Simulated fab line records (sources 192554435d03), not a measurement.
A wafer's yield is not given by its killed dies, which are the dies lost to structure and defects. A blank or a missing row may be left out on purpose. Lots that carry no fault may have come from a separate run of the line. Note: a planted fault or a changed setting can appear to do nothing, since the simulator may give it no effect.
fab line records	flow n5_finfet
[record] lots = 24	wafers = 72	last_day = 18
route steps=1938 shown DUMMY_GATE@218 SPACER0@261 SD_EPI_N@272
lots with no fault: from the same line, run without faults
start_h: hours from the record's opening day to when the first of the lot's shown wafers began	wait_h: hours elapsed since this lot's preceding step	" same as the row above	L1.1+2: one row covering several wafers at once	- value missing, or start not given	* or withheld: withheld	< > ~ a bound
route shown NAME@n: names a module that has steps shown in the file, with the first one's number in the route	usual: mean/standard deviation taken from wafers without a fault	same: alike in all rows	chamber/n: place in a boat	sites: readings site by site	_std_site: standard deviation across them	_edge_site: mean of outer sites minus mean of inner sites	radius_mm: for every site, how far away it sits from the centre of the wafer	mask NAME#n: copy n	behind: the tool/chamber that last shaped the wafer	hold: why the lot went on hold/how many hours it stayed there/how the hold came to an end	device: transistor that didn't switch, given as n, p or np	end of line: tests of these same wafers at the route's end	a step with no rows: only its recipe	killed: count of dies lost to structure and defects at first sort (not the wafer's yield)	map: a wafer's dies, marking killed ones x, the rest . and places with no die _
set.NAME: the setting as run; set.NAME@STEP: as run at that earlier step	model.NAME: the simulator's own value behind a step, which no gauge read
steps of the route over a sample of lots; a table a step, a row a wafer
services: a tool's chamber out of use, with start hour (start_h, from the record's first day; less than 0 if before it), hours out, and reason
[[steps]]
[step N5_DUMMY_GATE_CMP_04]
[recipe] material = a-Si	post_cmp_clean = alkaline_brush
[usual] motor_current_A = 10.5/1.6	retaining_ring_pressure_frac = 1.000/0.0052	time_to_endpoint_s = 13.8/2.3
lot.wafer	tool	chamber	start_h	wait_h	motor_current_A	retaining_ring_pressure_frac	time_to_endpoint_s
L074.4	cmp-02	2	42.06	0.0	10.4	1.001	20.1
L074.5	"	2	"	"	10.2	1.006	19.2
L074.6	"	3	"	"	9.4	0.998	16.3
L075.4	cmp-01	2	48.31	0.1	12.3	0.999	14.2
L075.2	"	0	"	"	10.8	1.002	12.3
L075.6	"	2	"	"	12.6	1.000	14.7
L076.2	cmp-03	3	54.86	0.0	10.8	1.005	12.4
L076.3	"	1	"	"	9.9	0.993	16.2
L076.5	"	0	"	"	9.3	1.001	11.4
L077.1	cmp-01	2	62.91	0.1	13.2	0.997	15.0
L077.2	"	3	"	"	10.7	0.995	13.2
L077.5	"	2	"	"	12.8	1.005	13.5
L078.2	cmp-01	0	70.61	0.6	10.8	0.996	10.2
L078.5	"	1	"	"	12.3	1.001	13.1
L078.6	"	2	"	"	13.0	1.009	12.7
L079.4	cmp-02	2	77.75	0.0	10.5	1.007	20.7
L079.3	"	0	"	"	7.7	0.998	18.1
L079.5	"	2	"	"	9.8	0.997	17.4
L080.2	cmp-02	1	82.41	0.3	10.1	1.004	15.2
L080.5	"	2	"	"	10.0	0.998	15.8
L080.6	"	3	"	"	9.2	1.000	14.8
L081.2	cmp-01	0	88.50	0.1	10.8	1.007	11.6
L081.4	"	2	"	"	13.4	1.008	14.8
L081.5	"	1	"	"	12.6	1.005	15.1
L082.1	cmp-01	3	90.88	0.0	10.7	0.995	14.6
L082.3	"	2	"	"	13.4	0.995	12.1
L082.5	"	3	"	"	10.0	1.003	17.7
L083.3	cmp-01	1	96.42	0.0	12.3	1.004	14.4
L083.4	"	2	"	"	13.6	0.992	15.4
L083.1	"	3	"	"	10.3	1.010	13.4
L084.4	cmp-03	0	100.42	0.0	9.3	1.006	9.3
L084.2	"	2	"	"	7.4	1.004	12.6
L084.6	"	0	"	"	8.9	1.008	11.2
L085.1	cmp-03	0	108.55	0.1	9.0	1.000	12.3
L085.2	"	2	"	"	7.3	0.994	12.4
L085.6	"	3	"	"	10.7	0.998	11.1
L086.4	cmp-02	2	112.17	0.0	10.1	0.994	15.5
L086.3	"	1	"	"	10.4	1.001	12.9
L086.5	"	3	"	"	9.1	0.998	13.7
L087.3	cmp-01	2	120.04	0.0	13.5	0.995	11.1
L087.4	"	0	"	"	11.5	0.986	10.7
L087.5	"	3	"	"	10.7	1.000	13.3
L088.2	cmp-03	1	128.05	0.0	10.8	0.996	14.8
L088.4	"	2	"	"	7.3	1.001	14.3
L088.5	"	1	"	"	10.2	0.993	13.9
L089.2	cmp-03	3	136.49	0.0	10.8	0.999	10.1
L089.3	"	0	"	"	9.2	0.999	12.4
L089.5	"	0	"	"	8.9	1.005	14.0
L090.4	cmp-03	2	138.81	0.1	7.2	1.005	15.2
L090.3	"	3	"	"	10.4	1.003	14.1
L090.5	"	0	"	"	9.4	1.001	13.5
L091.1	cmp-03	3	146.31	0.0	10.3	1.002	13.4
L091.2	"	1	"	"	10.3	1.002	14.5
L091.3	"	2	"	"	7.5	1.012	16.1
L092.1	cmp-01	0	149.98	0.0	10.7	1.006	15.2
L092.3	"	1	"	"	12.5	0.999	16.3
L092.2	"	3	"	"	11.2	0.987	14.7
L093.3	cmp-02	1	157.75	0.1	10.7	0.995	15.7
L093.4	"	2	"	"	10.1	0.999	17.1
L093.2	"	3	"	"	9.4	0.997	13.8
L094.1	cmp-01	2	164.66	0.1	13.3	1.008	12.9
L094.5	"	3	"	"	10.3	1.004	13.3
L094.6	"	0	"	"	11.3	1.003	10.5
L095.4	cmp-01	3	177.01	0.1	10.9	0.986	14.7
L095.3	"	0	"	"	11.1	0.995	11.1
L095.2	"	1	"	"	13.0	1.005	13.9
L097.4	cmp-01	3	188.11	0.0	10.3	1.002	15.8
L097.2	"	1	"	"	12.2	1.006	16.3
L097.5	"	3	"	"	10.1	0.994	16.1
L096.2	cmp-03	3	188.47	0.0	11.2	0.999	10.2
L096.1	"	0	"	"	9.6	1.007	12.7
L096.4	"	2	"	"	7.5	0.997	11.8
[step N5_DUMMY_GATE_INSPECT_17]
[recipe] mode = adi	inspect_instrument = brightfield
[usual] raw_defect_count = 185/44
lot.wafer	tool	chamber	start_h	wait_h	raw_defect_count
L074.4	defect_inspect-02	-	48.70	0.0	152
L074.5	"	-	"	"	163
L074.6	"	-	"	"	126
L075.2	defect_inspect-02	-	54.87	0.0	181
L075.4	"	-	"	"	246
L075.6	"	-	"	"	145
L076.2	defect_inspect-02	-	59.62	0.0	169
L076.3	"	-	"	"	252
L076.5	"	-	"	"	192
L077.1	defect_inspect-02	-	67.54	0.1	173
L077.2	"	-	"	"	169
L077.5	"	-	"	"	255
L078.2	defect_inspect-02	-	75.16	0.0	217
L078.5	"	-	"	"	246
L078.6	"	-	"	"	224
L079.3	defect_inspect-01	-	82.39	0.0	117
L079.4	"	-	"	"	153
L079.5	"	-	"	"	147
L080.2	defect_inspect-02	-	87.07	0.0	205
L080.5	"	-	"	"	263
L080.6	"	-	"	"	194
L081.2	defect_inspect-01	-	93.26	0.0	234
L081.4	"	-	"	"	197
L081.5	"	-	"	"	177
L082.1	defect_inspect-02	-	95.55	0.1	225
L082.3	"	-	"	"	244
L082.5	"	-	"	"	140
L083.1	defect_inspect-02	-	101.06	0.1	186
L083.3	"	-	"	"	143
L083.4	"	-	"	"	176
L084.2	defect_inspect-01	-	105.06	0.0	135
L084.4	"	-	"	"	150
L084.6	"	-	"	"	160
L085.1	defect_inspect-02	-	115.12	0.1	234
L085.2	"	-	"	"	229
L085.6	"	-	"	"	296
L086.3	defect_inspect-02	-	116.93	0.0	177
L086.4	"	-	"	"	213
L086.5	"	-	"	"	173
L087.3	defect_inspect-01	-	124.82	0.0	149
L087.4	"	-	"	"	209
L087.5	"	-	"	"	218
L088.2	defect_inspect-02	-	132.82	0.0	149
L088.4	"	-	"	"	198
L088.5	"	-	"	"	172
L089.2	defect_inspect-02	-	143.03	0.0	193
L089.3	"	-	"	"	234
L089.5	"	-	"	"	116
L090.3	defect_inspect-02	-	150.59	0.0	139
L090.4	"	-	"	"	219
L090.5	"	-	"	"	208
L091.1	defect_inspect-02	-	154.26	0.1	130
L091.2	"	-	"	"	120
L091.3	"	-	"	"	113
L092.1	defect_inspect-02	-	154.61	0.1	127
L092.2	"	-	"	"	179
L092.3	"	-	"	"	164
L093.2	defect_inspect-01	-	162.49	0.0	204
L093.3	"	-	"	"	142
L093.4	"	-	"	"	138
L094.1	defect_inspect-01	-	171.16	0.1	198
L094.5	"	-	"	"	166
L094.6	"	-	"	"	184
L095.2	defect_inspect-02	-	181.66	0.0	245
L095.3	"	-	"	"	199
L095.4	"	-	"	"	224
L097.2	defect_inspect-01	-	192.88	0.0	244
L097.4	"	-	"	"	131
L097.5	"	-	"	"	155
L096.1	defect_inspect-02	-	196.66	0.1	192
L096.2	"	-	"	"	163
L096.4	"	-	"	"	323
[step N5_DUMMY_GATE_ETCH_44]
[recipe] chemistry = HBr/O2	over_etch_frac = 0.7	target_depth_a = 1275	stop_on = SiO2	ion_energy_ev = 60	bias_w = 20	target = poly-Si	mask_material = SiO2	pressure_mtorr = 20	icp_w = 400	HBr_flow_sccm = 120	O2_flow_sccm = 10
[usual] drypump_motor_current_A = 5.6/0.52	oes_product_au = 0.732/0.0095	throttle_valve_pct = 18.45/0.22
lot.wafer	tool	chamber	start_h	wait_h	drypump_motor_current_A	oes_product_au	rf_hours_counter_h	throttle_valve_pct
L074.4	rie_si-01	1	49.94	0.0	5.7	0.727	33	18.26
L074.5	"	2	"	"	5.8	0.733	-	18.37
L074.6	"	3	"	"	5.0	0.743	-	18.25
L075.2	rie_si-01	1	55.66	0.0	5.7	0.726	34	18.28
L075.4	"	0	"	"	6.2	0.734	64	18.57
L075.6	"	1	"	"	5.7	0.722	-	18.29
L076.2	rie_si-01	2	60.47	0.0	5.8	0.729	27	18.37
L076.3	"	3	"	"	5.0	0.745	161	18.26
L076.5	"	2	"	"	5.8	0.729	-	18.37
L077.1	rie_si-01	2	68.55	0.0	5.8	0.720	27	18.37
L077.2	"	3	"	"	5.0	0.743	161	18.25
L077.5	"	3	"	"	5.0	0.728	-	18.25
L078.2	rie_si-05	0	76.01	0.0	6.3	0.746	19	18.38
L078.5	"	1	"	"	5.1	0.743	-	18.46
L078.6	"	2	"	"	6.5	0.732	-	18.25
L079.3	rie_si-01	1	83.18	0.0	5.7	0.729	34	18.29
L079.4	"	2	"	"	5.8	0.726	-	18.37
L079.5	"	3	"	"	5.0	0.739	-	18.26
L080.2	rie_si-03	3	87.88	0.0	4.9	0.743	130	18.60
L080.5	"	2	"	"	5.4	0.730	-	19.01
L080.6	"	1	"	"	5.3	0.729	-	18.82
L081.2	rie_si-01	2	94.52	0.0	5.8	0.728	28	18.38
L081.4	"	2	"	"	5.8	0.737	-	18.38
L081.5	"	1	"	"	5.7	0.731	-	18.28
L082.1	rie_si-05	1	96.81	0.0	5.1	0.732	26	18.45
L082.3	"	3	"	"	6.3	0.720	120	18.44
L082.5	"	0	"	"	6.2	0.729	-	18.38
L083.1	rie_si-01	3	102.11	0.0	5.0	0.736	162	18.26
L083.3	"	1	"	"	5.7	0.725	35	18.28
L083.4	"	2	"	"	5.8	0.736	-	18.37
L084.2	rie_si-03	1	105.85	0.0	5.3	0.736	76	18.82
L084.4	"	2	"	"	5.5	0.713	105	19.01
L084.6	"	1	"	"	5.4	0.729	-	18.83
L085.1	rie_si-03	0	115.93	0.0	6.2	0.741	5	18.30
L085.2	"	3	"	"	4.9	0.737	130	18.59
L085.6	"	2	"	"	5.4	0.713	-	19.00
L086.3	rie_si-01	0	117.72	0.0	6.2	0.738	65	18.58
L086.4	"	3	"	"	5.0	0.745	-	18.25
L086.5	"	1	"	"	5.7	0.723	-	18.28
L087.3	rie_si-01	2	125.89	0.0	5.8	0.735	28	18.38
L087.4	"	1	"	"	5.7	0.726	35	18.28
L087.5	"	3	"	"	5.0	0.736	-	18.27
L088.2	rie_si-01	1	133.71	0.0	5.7	0.720	35	18.27
L088.4	"	3	"	"	5.0	0.739	-	18.26
L088.5	"	0	"	"	6.2	0.731	-	18.56
L089.2	rie_si-03	0	143.82	0.0	6.3	0.734	5	18.33
L089.3	"	3	"	"	4.9	0.742	131	18.58
L089.5	"	0	"	"	6.3	0.725	-	18.32
L090.3	rie_si-03	0	151.65	0.0	6.3	0.736	5	18.33
L090.4	"	1	"	"	5.3	0.719	77	18.81
L090.5	"	0	"	"	6.3	0.734	-	18.30
L091.1	rie_si-05	1	155.18	0.0	5.1	0.737	27	18.44
L091.2	"	0	"	"	6.2	0.741	21	18.39
L091.3	"	3	"	"	6.2	0.714	121	18.45
L092.1	rie_si-01	2	155.74	0.0	5.8	0.724	29	18.39
L092.2	"	0	"	"	6.2	0.736	65	18.56
L092.3	"	3	"	"	4.9	0.751	163	18.26
L093.2	rie_si-03	3	163.28	0.0	4.9	0.749	131	18.59
L093.3	"	2	"	"	5.4	0.720	106	19.00
L093.4	"	0	"	"	6.2	0.745	6	18.29
L094.1	rie_si-05	2	171.96	0.0	6.5	0.724	75	18.24
L094.5	"	1	"	"	5.1	0.730	-	18.46
L094.6	"	2	"	"	6.5	0.723	-	18.24
L095.2	rie_si-05	3	182.53	0.0	6.3	0.713	121	18.45
L095.3	"	0	"	"	6.2	0.740	21	18.38
L095.4	"	2	"	"	6.5	0.722	75	18.23
L097.2	rie_si-01	0	193.85	0.0	6.2	0.742	66	18.58
L097.4	"	1	"	"	5.7	0.730	36	18.26
L097.5	"	3	"	"	5.0	0.737	-	18.25
L096.1	rie_si-03	2	197.45	0.0	5.4	0.717	107	18.99
L096.2	"	3	"	"	4.9	0.747	132	18.58
L096.4	"	0	"	"	6.3	0.740	6	18.33
[step N5_SPACER0_INSPECT_04]
[recipe] inspect_instrument = darkfield	mode = post_dep
[usual] raw_defect_count = 130/30
lot.wafer	tool	chamber	start_h	wait_h	raw_defect_count
L074.4	defect_inspect-02	-	50.94	0.1	130
L074.5	"	-	"	"	139
L074.6	"	-	"	"	118
L075.2	defect_inspect-02	-	56.66	0.1	143
L075.4	"	-	"	"	176
L075.6	"	-	"	"	98
L076.2	defect_inspect-01	-	61.47	0.1	93
L076.3	"	-	"	"	147
L076.5	"	-	"	"	133
L077.1	defect_inspect-02	-	69.70	0.1	129
L077.2	"	-	"	"	135
L077.5	"	-	"	"	164
L078.2	defect_inspect-02	-	77.01	0.1	130
L078.5	"	-	"	"	151
L078.6	"	-	"	"	156
L079.3	defect_inspect-02	-	84.18	0.1	87
L079.4	"	-	"	"	107
L079.5	"	-	"	"	88
L080.2	defect_inspect-02	-	89.09	0.1	123
L080.5	"	-	"	"	190
L080.6	"	-	"	"	127
L081.2	defect_inspect-02	-	95.87	0.1	202
L081.4	"	-	"	"	144
L081.5	"	-	"	"	131
L082.1	defect_inspect-02	-	98.44	0.1	174
L082.3	"	-	"	"	163
L082.5	"	-	"	"	101
L083.1	defect_inspect-01	-	103.12	0.1	113
L083.3	"	-	"	"	119
L083.4	"	-	"	"	108
L084.2	defect_inspect-02	-	106.98	0.1	95
L084.4	"	-	"	"	107
L084.6	"	-	"	"	96
L085.1	defect_inspect-02	-	117.33	0.1	187
L085.2	"	-	"	"	180
L085.6	"	-	"	"	181
L086.3	defect_inspect-01	-	118.84	0.1	108
L086.4	"	-	"	"	138
L086.5	"	-	"	"	99
L087.3	defect_inspect-02	-	126.89	0.1	99
L087.4	"	-	"	"	155
L087.5	"	-	"	"	138
L088.2	defect_inspect-01	-	134.71	0.1	93
L088.4	"	-	"	"	123
L088.5	"	-	"	"	113
L089.2	defect_inspect-01	-	144.82	0.1	115
L089.3	"	-	"	"	126
L089.5	"	-	"	"	98
L090.3	defect_inspect-01	-	152.67	0.1	110
L090.4	"	-	"	"	124
L090.5	"	-	"	"	137
L091.1	defect_inspect-02	-	156.31	0.1	141
L091.2	"	-	"	"	103
L091.3	"	-	"	"	101
L092.1	defect_inspect-02	-	156.86	0.1	87
L092.2	"	-	"	"	199
L092.3	"	-	"	"	112
L093.2	defect_inspect-01	-	164.28	0.1	152
L093.3	"	-	"	"	131
L093.4	"	-	"	"	102
L094.1	defect_inspect-02	-	173.02	0.2	140
L094.5	"	-	"	"	134
L094.6	"	-	"	"	130
L095.2	defect_inspect-01	-	183.56	0.1	142
L095.3	"	-	"	"	126
L095.4	"	-	"	"	154
L097.2	defect_inspect-02	-	195.19	0.1	151
L097.4	"	-	"	"	114
L097.5	"	-	"	"	126
L096.1	defect_inspect-01	-	198.45	0.1	145
L096.2	"	-	"	"	116
L096.4	"	-	"	"	184
[step N5_SD_EPI_N_INSPECT_11]
[recipe] mode = adi	inspect_instrument = macro
[usual] raw_defect_count = 2.1/1.4
lot.wafer	tool	chamber	start_h	wait_h	raw_defect_count
L074.4	defect_inspect-02	-	51.39	0.0	5
L074.5	"	-	"	"	3
L074.6	"	-	"	"	5
L075.2	defect_inspect-02	-	57.11	0.0	1
L075.4	"	-	"	"	2
L075.6	"	-	"	"	0
L076.2	defect_inspect-02	-	61.92	0.0	1
L076.3	"	-	"	"	0
L076.5	"	-	"	"	0
L077.1	defect_inspect-02	-	70.02	0.0	3
L077.2	"	-	"	"	2
L077.5	"	-	"	"	2
L078.2	defect_inspect-01	-	77.50	0.0	2
L078.5	"	-	"	"	3
L078.6	"	-	"	"	2
L079.3	defect_inspect-02	-	84.51	0.0	1
L079.4	"	-	"	"	2
L079.5	"	-	"	"	1
L080.2	defect_inspect-02	-	89.54	0.0	2
L080.5	"	-	"	"	2
L080.6	"	-	"	"	4
L081.2	defect_inspect-01	-	96.19	0.0	1
L081.4	"	-	"	"	4
L081.5	"	-	"	"	2
L082.1	defect_inspect-02	-	98.89	0.0	1
L082.3	"	-	"	"	4
L082.5	"	-	"	"	2
L083.1	defect_inspect-02	-	103.57	0.0	2
L083.3	"	-	"	"	2
L083.4	"	-	"	"	2
L084.2	defect_inspect-02	-	107.43	0.0	2
L084.4	"	-	"	"	1
L084.6	"	-	"	"	2
L085.1	defect_inspect-01	-	117.78	0.0	4
L085.2	"	-	"	"	3
L085.6	"	-	"	"	0
L086.3	defect_inspect-02	-	119.17	0.0	2
L086.4	"	-	"	"	3
L086.5	"	-	"	"	1
L087.3	defect_inspect-02	-	127.34	0.0	1
L087.4	"	-	"	"	1
L087.5	"	-	"	"	3
L088.2	defect_inspect-02	-	135.04	0.0	3
L088.4	"	-	"	"	3
L088.5	"	-	"	"	0
L089.2	defect_inspect-01	-	145.27	0.0	1
L089.3	"	-	"	"	1
L089.5	"	-	"	"	2
L090.3	defect_inspect-02	-	153.12	0.0	1
L090.4	"	-	"	"	0
L090.5	"	-	"	"	1
L091.1	defect_inspect-01	-	156.77	0.0	4
L091.2	"	-	"	"	2
L091.3	"	-	"	"	2
L092.1	defect_inspect-01	-	157.19	0.0	3
L092.2	"	-	"	"	3
L092.3	"	-	"	"	2
L093.2	defect_inspect-01	-	164.73	0.0	4
L093.3	"	-	"	"	2
L093.4	"	-	"	"	3
L094.1	defect_inspect-01	-	173.48	0.0	1
L094.5	"	-	"	"	0
L094.6	"	-	"	"	1
L095.2	defect_inspect-02	-	184.01	0.0	3
L095.3	"	-	"	"	2
L095.4	"	-	"	"	3
L097.2	defect_inspect-01	-	195.64	0.0	1
L097.4	"	-	"	"	3
L097.5	"	-	"	"	1
L096.1	defect_inspect-01	-	198.90	0.0	3
L096.2	"	-	"	"	1
L096.4	"	-	"	"	2
[step N5_SD_EPI_N_ETCH_16]
[recipe] chemistry = CHF3/O2	target = SiO2	target_depth_a = 50	mask_material = SOC	pressure_mtorr = 30	source_w = 650	bias_w = 170	Ar_flow_sccm = 200	CHF3_flow_sccm = 50	O2_flow_sccm = 5	ion_energy_ev = 200
[usual] drypump_motor_current_A = 5.6/0.48	oes_f_703_au = 0.82/0.074	oes_product_au = 0.83/0.075	rf_vpp_V = 524/11	showerhead_plenum_p_Torr = 2.43/0.067	throttle_valve_pct = 18.81/0.28
lot.wafer	tool	chamber	start_h	wait_h	drypump_motor_current_A	oes_f_703_au	oes_product_au	rf_hours_counter_h	rf_vpp_V	showerhead_plenum_p_Torr	throttle_valve_pct
L074.4	rie_diel-03	0	52.50	0.0	5.5	0.92	0.91	-	533	2.55	18.24
L074.5	"	3	"	"	6.0	0.80	0.81	-	520	2.43	18.56
L074.6	"	2	"	"	5.6	0.69	0.69	-	520	2.48	18.88
L075.2	rie_diel-03	2	59.15	0.1	5.6	0.69	0.67	257	521	2.48	18.88
L075.4	"	0	"	"	5.5	0.91	0.90	-	534	2.54	18.26
L075.6	"	2	"	"	5.6	0.68	0.67	-	520	2.48	18.88
L076.2	rie_diel-03	2	63.63	0.1	5.6	0.68	0.67	261	520	2.48	18.89
L076.3	"	3	"	"	6.0	0.78	0.81	92	520	2.43	18.59
L076.5	"	0	"	"	5.4	0.90	0.91	-	535	2.54	18.26
L077.1	rie_diel-02	3	70.67	0.1	5.4	0.79	0.81	106	520	2.52	18.90
L077.2	"	2	"	"	5.1	0.71	0.69	253	504	2.37	19.44
L077.5	"	3	"	"	5.4	0.79	0.80	-	518	2.52	18.89
L078.2	rie_diel-03	1	78.26	0.1	6.2	0.96	0.97	5	545	2.48	18.59
L078.5	"	0	"	"	5.5	0.89	0.89	-	535	2.54	18.29
L078.6	"	1	"	"	6.1	0.95	0.97	-	543	2.48	18.60
L079.3	rie_diel-03	3	85.34	0.1	6.0	0.77	0.78	103	519	2.42	18.59
L079.4	"	3	"	"	6.0	0.77	0.79	-	519	2.42	18.58
L079.5	"	0	"	"	5.5	0.88	0.87	-	535	2.54	18.29
L080.2	rie_diel-03	3	90.19	0.1	6.0	0.77	0.79	106	520	2.42	18.61
L080.5	"	0	"	"	5.5	0.87	0.87	-	534	2.54	18.30
L080.6	"	3	"	"	6.0	0.77	0.79	-	520	2.42	18.59
L081.2	rie_diel-06	0	96.84	0.1	6.2	0.90	0.91	16	516	2.38	18.99
L081.4	"	2	"	"	5.5	0.83	0.84	70	523	2.35	18.85
L081.5	"	2	"	"	5.4	0.83	0.84	-	524	2.35	18.85
L082.1	rie_diel-06	0	99.54	0.1	6.2	0.90	0.92	16	516	2.38	18.99
L082.3	"	2	"	"	5.4	0.83	0.83	70	524	2.35	18.85
L082.5	"	2	"	"	5.4	0.83	0.84	-	526	2.35	18.86
L083.1	rie_diel-03	2	105.08	0.1	5.6	0.92	0.94	6	521	2.47	18.49
L083.3	"	0	"	"	5.5	0.87	0.87	50	535	2.53	18.31
L083.4	"	0	"	"	5.5	0.86	0.87	-	533	2.53	18.32
L084.2	rie_diel-03	0	109.12	0.1	5.4	0.86	0.86	51	534	2.53	18.31
L084.4	"	2	"	"	5.6	0.91	0.93	8	519	2.47	18.50
L084.6	"	2	"	"	5.6	0.92	0.93	-	520	2.47	18.50
L085.1	rie_diel-03	0	118.54	0.1	5.5	0.86	0.85	56	534	2.53	18.31
L085.2	"	2	"	"	5.6	0.90	0.91	12	520	2.47	18.50
L085.6	"	0	"	"	5.4	0.86	0.85	-	535	2.53	18.33
L086.3	rie_diel-02	2	120.33	0.1	5.1	0.96	0.96	9	504	2.37	19.05
L086.4	"	1	"	"	5.0	0.85	0.88	21	524	2.39	19.00
L086.5	"	1	"	"	5.0	0.85	0.88	-	524	2.39	19.01
L087.3	rie_diel-03	3	127.99	0.1	6.0	0.75	0.78	118	520	2.42	18.63
L087.4	"	0	"	"	5.4	0.86	0.85	60	533	2.53	18.32
L087.5	"	0	"	"	5.4	0.85	0.85	-	533	2.53	18.33
L088.2	rie_diel-06	3	135.69	0.1	6.6	0.81	0.82	78	526	2.45	19.07
L088.4	"	1	"	"	4.8	0.75	0.76	-	541	2.31	18.98
L088.5	"	2	"	"	5.4	0.82	0.82	-	522	2.35	18.86
L089.2	rie_diel-06	2	146.30	0.1	5.4	0.81	0.82	85	522	2.35	18.87
L089.3	"	0	"	"	6.2	0.88	0.89	29	515	2.38	19.01
L089.5	"	3	"	"	6.6	0.81	0.82	-	525	2.45	19.05
L090.3	rie_diel-02	3	153.77	0.1	5.4	0.76	0.77	139	519	2.51	18.95
L090.4	"	0	"	"	5.4	0.72	0.73	148	522	2.41	19.11
L090.5	"	1	"	"	5.0	0.82	0.86	-	523	2.38	19.02
L091.1	rie_diel-02	2	157.42	0.1	5.1	0.93	0.92	21	504	2.37	19.06
L091.2	"	1	"	"	5.0	0.83	0.87	34	524	2.38	19.03
L091.3	"	0	"	"	5.4	0.72	0.73	149	520	2.41	19.09
L092.1	rie_diel-02	0	158.08	0.1	5.4	0.72	0.72	149	519	2.41	19.10
L092.2	"	3	"	"	5.4	0.76	0.78	140	519	2.51	18.95
L092.3	"	2	"	"	5.1	0.93	0.92	21	503	2.37	19.06
L093.2	rie_diel-06	1	165.45	0.1	4.9	0.74	0.74	160	541	2.31	18.99
L093.3	"	3	"	"	6.6	0.81	0.80	88	525	2.44	19.05
L093.4	"	2	"	"	5.4	0.81	0.81	-	524	2.34	18.91
L094.1	rie_diel-02	2	174.50	0.1	5.1	0.93	0.91	26	503	2.36	19.07
L094.5	"	0	"	"	5.4	0.71	0.72	-	520	2.41	19.09
L094.6	"	3	"	"	5.4	0.76	0.76	-	520	2.50	18.98
L095.2	rie_diel-02	0	184.66	0.1	5.4	0.72	0.73	157	520	2.41	19.10
L095.3	"	3	"	"	5.4	0.76	0.76	148	519	2.50	18.95
L095.4	"	1	"	"	5.0	0.81	0.83	40	523	2.38	19.02
L097.2	rie_diel-06	3	196.29	0.1	6.6	0.80	0.79	97	525	2.44	19.07
L097.4	"	0	"	"	6.2	0.85	0.86	42	517	2.37	19.05
L097.5	"	1	"	"	4.8	0.73	0.74	-	540	2.30	19.03
L096.1	rie_diel-02	0	199.61	0.1	5.4	0.71	0.72	161	521	2.41	19.12
L096.2	"	2	"	"	5.1	0.91	0.89	35	504	2.36	19.08
L096.4	"	1	"	"	5.0	0.81	0.84	44	522	2.38	19.03
[[services]]
tool	chamber	start_h	hours	kind
rie_diel-06	-	28.41	28.1	pm
cmp-03	-	30.57	3.1	repair
rie_si-03	3	44.41	8.1	repair
rie_si-01	-	46.72	2.8	pm
rie_diel-02	3	49.63	8.5	repair
rie_diel-02	0	53.04	14.0	repair
rie_si-01	-	55.32	0.2	repair
cmp-03	-	59.71	17.3	pm
rie_diel-02	-	63.34	4.1	repair
cmp-01	-	64.95	3.6	pm
rie_si-01	0	68.64	44.9	repair
cmp-03	-	77.03	10.4	pm
rie_diel-06	-	100.57	14.6	pm
cmp-01	-	103.09	4.4	pm
rie_si-01	2	111.18	8.4	repair
rie_si-01	2	126.74	7.9	repair
cmp-03	-	128.46	4.0	pm
rie_diel-06	0	131.05	5.5	repair
cmp-01	-	149.02	0.2	repair
cmp-01	-	161.62	0.5	repair
rie_diel-02	1	162.82	3.1	repair
cmp-01	-	171.43	1.2	repair
cmp-03	-	189.88	1.2	repair
cmp-03	-	199.47	10.9	pm
[[key]]
fault none
